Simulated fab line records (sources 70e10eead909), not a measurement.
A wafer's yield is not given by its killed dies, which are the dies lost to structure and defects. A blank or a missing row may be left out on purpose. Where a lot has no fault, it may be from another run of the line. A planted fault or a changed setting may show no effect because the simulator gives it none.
Which tool did it?	flow nand-harc	24 lots, 72 wafers sampled, at 6 steps of a route of 1302

WHAT EACH GAUGE READ, for each wafer
The record holds no reading of a measuring or inspecting step that can be judged against a usual standard deviation.

TOOL THAT RAN EACH LOT (tool first, then ch and the chambers of the sampled wafers, then the start)
lot	NHARC_A_STAIRCASE_HM_OPEN_460	NHARC_A_STAIRCASE_HM_DEP_462	NHARC_A_STAIRCASE_ETCHBACK_416	NHARC_A_STAIRCASE_STRIP_476	NHARC_A_STAIRCASE_DEP_322	NHARC_A_STAIRCASE_ETCH_444
L074	rie-diel-13 ch 0,1,3, day 17 03:01 or earlier	acl-dep-02 ch 0, day 17 03:01	rie-diel-13 ch 1,2, day 17 12:26 or earlier	rie-diel-13 ch 0,1,2, day 17 12:26	pecvd-04 ch 0,1,2, day 18 12:01	rie-diel-01 ch 0,2,3, day 19 06:01
L075	rie-diel-02 ch 0,1,2, day 17 04:50 or earlier	acl-dep-02 ch 0, day 17 04:50	rie-diel-01 ch 0,2,3, day 17 15:21 or earlier	rie-diel-01 ch 0,1,3, day 17 15:21	pecvd-01 ch 0,1,2, day 18 11:51	rie-diel-13 ch 0,2,3, day 19 05:49
L076	rie-diel-01 ch 0,1,2, day 17 13:41 or earlier	acl-dep-02 ch 0, day 17 13:41	rie-diel-13 ch 0,1, day 17 21:24 or earlier	rie-diel-13 ch 0,1, day 17 21:24	pecvd-02 ch 1,2, day 18 18:27	rie-diel-02 ch 0,1, day 19 10:19
L078	rie-diel-02 ch 0,2,3, day 18 08:46 or earlier	acl-dep-02 ch 0, day 18 08:46	rie-diel-01 ch 1,2,3, day 18 15:08 or earlier	rie-diel-01 ch 1,2,3, day 18 15:08	pecvd-04 ch 1,2, day 19 11:41	rie-diel-13 ch 1,2, day 20 04:02
L077	rie-diel-13 ch 0,1,2, day 18 09:59 or earlier	acl-dep-02 ch 0, day 18 09:59	rie-diel-13 ch 1,2,3, day 18 16:54 or earlier	rie-diel-13 ch 0,1,2, day 18 16:54	pecvd-01 ch 0,1, day 19 11:29	rie-diel-01 ch 1,2,3, day 20 04:05
L079	rie-diel-02 ch 0,1,2, day 19 02:50 or earlier	acl-dep-03 ch 0, day 19 02:50	rie-diel-02 ch 0,1,2, day 19 09:41 or earlier	rie-diel-02 ch 0,1,2, day 19 09:41	pecvd-02 ch 1,2, day 20 05:57	rie-diel-01 ch 0,1,3, day 20 23:21
L080	rie-diel-13 ch 1,2, day 19 05:17 or earlier	acl-dep-03 ch 0, day 19 05:17	rie-diel-01 ch 2,3, day 19 12:17 or earlier	rie-diel-01 ch 0,3, day 19 12:17	pecvd-01 ch 0,2, day 20 06:13	rie-diel-02 ch 0,2,3, day 20 23:01
L081	rie-diel-13 ch 0,2,3, day 19 18:08 or earlier	acl-dep-02 ch 0, day 19 18:08	rie-diel-01 ch 1,3, day 20 01:04 or earlier	rie-diel-01 ch 0,1,3, day 20 01:04	pecvd-04 ch 0,1,2, day 20 20:55	rie-diel-02 ch 0,1,3, day 21 17:22
L082	rie-diel-02 ch 0,1,2, day 20 16:53 or earlier	acl-dep-01 ch 0, day 20 16:53	rie-diel-13 ch 1,2,3, day 20 23:44 or earlier	rie-diel-13 ch 0,1,3, day 20 23:44	pecvd-02 ch 1,2, day 21 20:30	rie-diel-02 ch 1,2,3, day 22 14:13
L083	rie-diel-13 ch 0,1,3, day 21 01:27 or earlier	acl-dep-02 ch 0, day 21 01:27	rie-diel-01 ch 0,3, day 21 08:04 or earlier	rie-diel-01 ch 2,3, day 21 08:04	pecvd-01 ch 1,2, day 22 07:22	rie-diel-02 ch 0,1,3, day 23 01:44
L086	rie-diel-13 ch 0,1,3, day 21 02:01 or earlier	acl-dep-01 ch 0, day 21 02:01	rie-diel-13 ch 0,2,3, day 21 09:27 or earlier	rie-diel-13 ch 1,2,3, day 21 09:27	pecvd-02 ch 0,2, day 22 07:15	rie-diel-01 ch 1,2,3, day 23 01:37
L084	rie-diel-13 ch 1,2,3, day 21 03:37 or earlier	acl-dep-03 ch 0, day 21 03:37	rie-diel-02 ch 0,1,3, day 21 10:10 or earlier	rie-diel-02 ch 0,2,3, day 21 10:10	pecvd-04 ch 0,2, day 22 07:15	rie-diel-13 ch 0,1,3, day 23 01:56
L085	rie-diel-13 ch 0,3, day 21 12:14 or earlier	acl-dep-02 ch 0, day 21 12:14	rie-diel-01 ch 0,1, day 21 19:07 or earlier	rie-diel-01 ch 2,3, day 21 19:07	pecvd-04 ch 0,1, day 22 16:29	rie-diel-02 ch 0,1,2, day 23 10:16
L087	rie-diel-02 ch 0,1,2, day 22 11:07 or earlier	acl-dep-01 ch 0, day 22 11:07	rie-diel-01 ch 0,1,2, day 22 20:38 or earlier	rie-diel-01 ch 0,1, day 22 20:38	pecvd-02 ch 1,2, day 23 16:50	rie-diel-13 ch 0,2, day 24 13:01
L088	rie-diel-01 ch 0,1,2, day 22 18:38 or earlier	acl-dep-03 ch 0, day 22 18:38	rie-diel-02 ch 1,2,3, day 23 01:34 or earlier	rie-diel-02 ch 1,2,3, day 23 01:34	pecvd-02 ch 0,1, day 23 19:55	rie-diel-02 ch 0,1,2, day 24 12:41
L089	rie-diel-02 ch 1,2, day 22 20:54 or earlier	acl-dep-02 ch 0, day 22 20:54	rie-diel-02 ch 2,3, day 23 04:42 or earlier	rie-diel-02 ch 0,2,3, day 23 04:42	pecvd-02 ch 0,1, day 24 01:16	rie-diel-02 ch 1,2, day 24 19:10
L091	rie-diel-13 ch 0,1,3, day 23 09:54 or earlier	acl-dep-02 ch 0, day 23 09:54	rie-diel-13 ch 0,3, day 23 16:17 or earlier	rie-diel-13 ch 0,3, day 23 16:17	pecvd-02 ch 0,1, day 24 11:29	rie-diel-13 ch 1,2, day 25 05:14
L090	rie-diel-01 ch 0,1,3, day 23 11:07 or earlier	acl-dep-02 ch 0, day 23 11:07	rie-diel-13 ch 0,2,3, day 23 18:14 or earlier	rie-diel-13 ch 0,3, day 23 18:14	pecvd-04 ch 0,2, day 24 11:23	rie-diel-01 ch 1,2, day 25 05:16
L093	rie-diel-13 ch 0,2, day 24 16:32 or earlier	acl-dep-01 ch 0, day 24 16:32	rie-diel-01 ch 2,3, day 24 23:10 or earlier	rie-diel-01 ch 0,1,3, day 24 23:10	pecvd-01 ch 0,1, day 25 23:00	rie-diel-02 ch 2,3, day 26 16:44
L092	rie-diel-01 ch 0,1, day 24 18:37 or earlier	acl-dep-01 ch 0, day 24 18:37	rie-diel-13 ch 0,1,2, day 25 04:24 or earlier	rie-diel-13 ch 0,1,3, day 25 04:24	pecvd-04 ch 0,1,2, day 25 23:40	rie-diel-13 ch 0,1,3, day 26 17:41
L094	rie-diel-13 ch 2,3, day 25 00:58 or earlier	acl-dep-03 ch 0, day 25 00:58	rie-diel-02 ch 0,1, day 25 07:32 or earlier	rie-diel-02 ch 2,3, day 25 07:32	pecvd-04 ch 0,1, day 25 23:06	rie-diel-01 ch 0,1,2, day 26 17:44
L095	rie-diel-02 ch 2,3, day 25 20:45 or earlier	acl-dep-01 ch 0, day 25 20:45	rie-diel-02 ch 1,2,3, day 26 04:39	rie-diel-02 ch 1,2, day 26 04:46	pecvd-02 ch 1,2, day 26 23:41	rie-diel-01 ch 0,1,2, day 27 17:28
L096	rie-diel-01 ch 1,2, day 25 22:18 or earlier	acl-dep-01 ch 0, day 25 22:18	rie-diel-13 ch 2,3, day 26 05:02 or earlier	rie-diel-13 ch 0,2,3, day 26 05:02	pecvd-01 ch 0,1, day 26 23:41	rie-diel-02 ch 0,1,2, day 27 17:47
L097	rie-diel-13 ch 1,2, day 26 16:31 or earlier	acl-dep-03 ch 0, day 26 16:31	rie-diel-02 ch 1,3, day 26 23:43 or earlier	rie-diel-02 ch 2,3, day 26 23:43	pecvd-01 ch 0,1,2, day 27 19:16	rie-diel-02 ch 0,1, day 28 14:46
- NHARC_A_STAIRCASE_HM_OPEN_460: chemistry O2/COS.
- NHARC_A_STAIRCASE_HM_DEP_462: deposits aC, target thk 800 nm.
- NHARC_A_STAIRCASE_ETCHBACK_416: etches the open film in C4F8/O2/Ar, target depth 36 nm, time 7.2 s.
- NHARC_A_STAIRCASE_STRIP_476: strips in O2, time 20 s.
- NHARC_A_STAIRCASE_DEP_322: deposits SiO2, target thk 7200 nm.
- NHARC_A_STAIRCASE_ETCH_444: etches the open film in C4F8/O2, target depth 20400 nm, time 6800 s.

AS READ BY THE TOOLS THEMSELVES (means over the sampled wafers that have a number; for cases with no such wafer, the mark the record gives instead)
NHARC_A_STAIRCASE_HM_OPEN_460. Usual: drypump-motor-current-A 5.7 A, standard deviation 0.41; oes-product-au 1.003 a.u., standard deviation 0.015; rf-vpp-V 467 V, standard deviation 3.2; showerhead-plenum-p-Torr 3.14 Torr, standard deviation 0.15; throttle-valve-pct 28.331 %, standard deviation 0.0092.
lot	tool	drypump-motor-current-A (A)	oes-product-au (a.u.)	rf-vpp-V (V)	showerhead-plenum-p-Torr (Torr)	throttle-valve-pct (%)	flag
L074	rie-diel-13	5.9	1.017	467	3.16	28.332	
L075	rie-diel-02	5.7	1.010	465	3.04	28.324	
L076	rie-diel-01	5.9	0.997	466	3.06	28.344	
L078	rie-diel-02	5.6	0.997	466	3.08	28.334	
L077	rie-diel-13	6.0	1.003	468	3.17	28.331	
L079	rie-diel-02	5.6	1.011	465	3.03	28.333	
L080	rie-diel-13	5.9	1.005	471	3.30	28.325	
L081	rie-diel-13	5.7	1.008	468	3.15	28.330	
L082	rie-diel-02	5.7	1.003	465	3.03	28.340	
L083	rie-diel-13	5.9	1.018	467	3.15	28.334	
L086	rie-diel-13	5.9	1.019	468	3.15	28.325	
L084	rie-diel-13	5.6	1.015	469	3.27	28.338	
L085	rie-diel-13	5.9	1.018	466	3.02	28.328	
L087	rie-diel-02	5.6	1.000	465	3.03	28.334	
L088	rie-diel-01	5.9	0.991	466	3.04	28.324	
L089	rie-diel-02	5.6	1.010	466	3.11	28.332	
L091	rie-diel-13	5.9	1.013	468	3.14	28.333	
L090	rie-diel-01	5.6	0.985	467	3.10	28.332	
L093	rie-diel-13	5.8	1.003	468	3.15	28.329	
L092	rie-diel-01	5.9	1.002	466	3.08	28.334	
L094	rie-diel-13	5.4	1.004	470	3.25	28.333	
L095	rie-diel-02	5.5	0.983	467	3.18	28.330	
L096	rie-diel-01	5.6	1.011	466	3.09	28.332	
L097	rie-diel-13	5.7	0.998	471	3.27	28.324	

NHARC_A_STAIRCASE_HM_DEP_462. Usual: throttle-valve-pct at 35.000 %, with a standard deviation of 0.0097.
lot	tool	throttle-valve-pct (%)	flag
L074	acl-dep-02	34.995	
L075	acl-dep-02	35.004	
L076	acl-dep-02	34.990	
L078	acl-dep-02	35.005	
L077	acl-dep-02	34.998	
L079	acl-dep-03	35.002	
L080	acl-dep-03	35.002	
L081	acl-dep-02	35.012	
L082	acl-dep-01	35.006	
L083	acl-dep-02	35.006	
L086	acl-dep-01	35.000	
L084	acl-dep-03	34.993	
L085	acl-dep-02	35.000	
L087	acl-dep-01	35.002	
L088	acl-dep-03	34.997	
L089	acl-dep-02	34.997	
L091	acl-dep-02	34.988	
L090	acl-dep-02	35.001	
L093	acl-dep-01	34.988	
L092	acl-dep-01	35.008	
L094	acl-dep-03	34.997	
L095	acl-dep-01	34.995	
L096	acl-dep-01	35.000	
L097	acl-dep-03	34.993	

NHARC_A_STAIRCASE_ETCHBACK_416. Usual: oes-product-au 0.935 a.u., standard deviation 0.028; rf-vpp-V 723 V, standard deviation 4.9.
lot	tool	oes-product-au (a.u.)	rf-vpp-V (V)	flag
L074	rie-diel-13	0.930	729	
L075	rie-diel-01	0.919	723	
L076	rie-diel-13	0.932	726	
L078	rie-diel-01	0.904	724	
L077	rie-diel-13	0.939	729	
L079	rie-diel-02	0.932	720	
L080	rie-diel-01	0.913	723	
L081	rie-diel-01	0.911	725	
L082	rie-diel-13	0.945	728	
L083	rie-diel-01	0.915	721	
L086	rie-diel-13	0.943	724	
L084	rie-diel-02	0.932	724	
L085	rie-diel-01	0.924	720	
L087	rie-diel-01	0.916	720	
L088	rie-diel-02	0.925	724	
L089	rie-diel-02	0.921	726	
L091	rie-diel-13	0.943	723	
L090	rie-diel-13	1.004	724	
L093	rie-diel-01	0.983	724	
L092	rie-diel-13	0.928	725	
L094	rie-diel-02	0.995	719	
L095	rie-diel-02	0.917	723	
L096	rie-diel-13	0.928	727	
L097	rie-diel-02	0.925	726	

NHARC_A_STAIRCASE_STRIP_476. Usual: drypump-motor-current-A 5.7 A, standard deviation 0.41; oes-product-au 0.999 a.u., standard deviation 0.015; rf-vpp-V 57.8 V, standard deviation 0.9; showerhead-plenum-p-Torr 3.53 Torr, standard deviation 0.16; throttle-valve-pct 17.036 %, standard deviation 0.0094.
lot	tool	drypump-motor-current-A (A)	oes-product-au (a.u.)	rf-vpp-V (V)	showerhead-plenum-p-Torr (Torr)	throttle-valve-pct (%)	flag
L074	rie-diel-13	6.0	1.002	57.9	3.59	17.044	
L075	rie-diel-01	5.7	0.990	58.5	3.53	17.042	
L076	rie-diel-13	6.2	1.018	58.4	3.59	17.034	
L078	rie-diel-01	5.5	0.989	57.7	3.53	17.030	
L077	rie-diel-13	6.0	1.012	57.7	3.58	17.035	
L079	rie-diel-02	5.6	1.003	57.8	3.43	17.029	
L080	rie-diel-01	5.9	0.987	57.0	3.46	17.039	
L081	rie-diel-01	5.7	0.984	57.6	3.52	17.042	
L082	rie-diel-13	5.9	1.012	58.4	3.56	17.044	
L083	rie-diel-01	5.5	0.989	57.5	3.47	17.038	
L086	rie-diel-13	5.6	1.023	58.0	3.69	17.039	
L084	rie-diel-02	5.6	1.002	57.7	3.47	17.039	
L085	rie-diel-01	5.4	0.983	57.6	3.53	17.035	
L087	rie-diel-01	6.0	0.993	57.4	3.43	17.035	
L088	rie-diel-02	5.6	0.999	57.6	3.55	17.039	
L089	rie-diel-02	5.6	0.988	57.1	3.46	17.039	
L091	rie-diel-13	6.0	1.024	57.5	3.41	17.023	
L090	rie-diel-13	5.6	1.019	58.2	3.53	17.038	
L093	rie-diel-01	5.6	0.989	57.7	3.49	17.036	
L092	rie-diel-13	5.9	1.010	58.0	3.54	17.038	
L094	rie-diel-02	5.5	0.971	58.1	3.58	17.039	
L095	rie-diel-02	5.8	1.007	58.1	3.41	17.039	
L096	rie-diel-13	5.7	0.999	57.6	3.54	17.026	
L097	rie-diel-02	5.7	0.985	56.3	3.46	17.038	

NHARC_A_STAIRCASE_DEP_322. Usual: heater-power-w 691 W, standard deviation 80; mfc-precursor-sccm 200.0 sccm, standard deviation 0.61.
lot	tool	heater-power-w (W)	mfc-precursor-sccm (sccm)	flag
L074	pecvd-04	757	199.8	
L075	pecvd-01	666	199.9	
L076	pecvd-02	695	200.0	
L078	pecvd-04	734	200.3	
L077	pecvd-01	653	199.6	
L079	pecvd-02	718	199.9	
L080	pecvd-01	678	199.0	
L081	pecvd-04	720	200.3	
L082	pecvd-02	692	199.7	
L083	pecvd-01	632	200.1	
L086	pecvd-02	645	200.2	
L084	pecvd-04	738	199.5	
L085	pecvd-04	649	200.1	
L087	pecvd-02	661	199.7	
L088	pecvd-02	774	200.0	
L089	pecvd-02	731	199.5	
L091	pecvd-02	644	200.5	
L090	pecvd-04	696	200.0	
L093	pecvd-01	673	199.8	
L092	pecvd-04	733	200.0	
L094	pecvd-04	672	200.4	
L095	pecvd-02	768	200.0	
L096	pecvd-01	669	200.0	
L097	pecvd-01	621	199.4	

NHARC_A_STAIRCASE_ETCH_444. Usual: oes-product-au 0.938 a.u., standard deviation 0.024; rf-vpp-V 807 V, standard deviation 5.4.
lot	tool	oes-product-au (a.u.)	rf-vpp-V (V)	flag
L074	rie-diel-01	0.954	806	
L075	rie-diel-13	0.932	808	
L076	rie-diel-02	0.969	803	
L078	rie-diel-13	0.920	814	
L077	rie-diel-01	0.914	807	
L079	rie-diel-01	0.922	807	
L080	rie-diel-02	0.927	804	
L081	rie-diel-02	0.925	807	
L082	rie-diel-02	0.928	808	
L083	rie-diel-02	0.927	807	
L086	rie-diel-01	0.908	807	
L084	rie-diel-13	0.981	809	
L085	rie-diel-02	0.922	804	
L087	rie-diel-13	0.969	808	
L088	rie-diel-02	0.936	802	
L089	rie-diel-02	0.937	806	
L091	rie-diel-13	0.925	812	
L090	rie-diel-01	0.966	805	
L093	rie-diel-02	0.949	804	
L092	rie-diel-13	0.929	807	
L094	rie-diel-01	0.930	804	
L095	rie-diel-01	0.920	803	
L096	rie-diel-02	0.978	802	
L097	rie-diel-02	0.929	806	

THE ANSWER, worked out from the rows above alone
Rule: a lot is off if the mean of its wafers that have a number lies more than 3 standard deviations from the usual mean. Also off: a lot with no number at a reading for which 4 or more lots have one. All remaining lots with rows at the step are treated as sound. Order of review: gauges by route order, followed by the tools' own readings, for which a lot's mean as printed above is used. At the first step where some lot is off, the reading lying furthest off is the one used; lots without a number count as furthest.
No lot is off at any reading shown: from this, nothing can be told.

WHAT HAD BEEN PUT IN BY THE SIMULATOR
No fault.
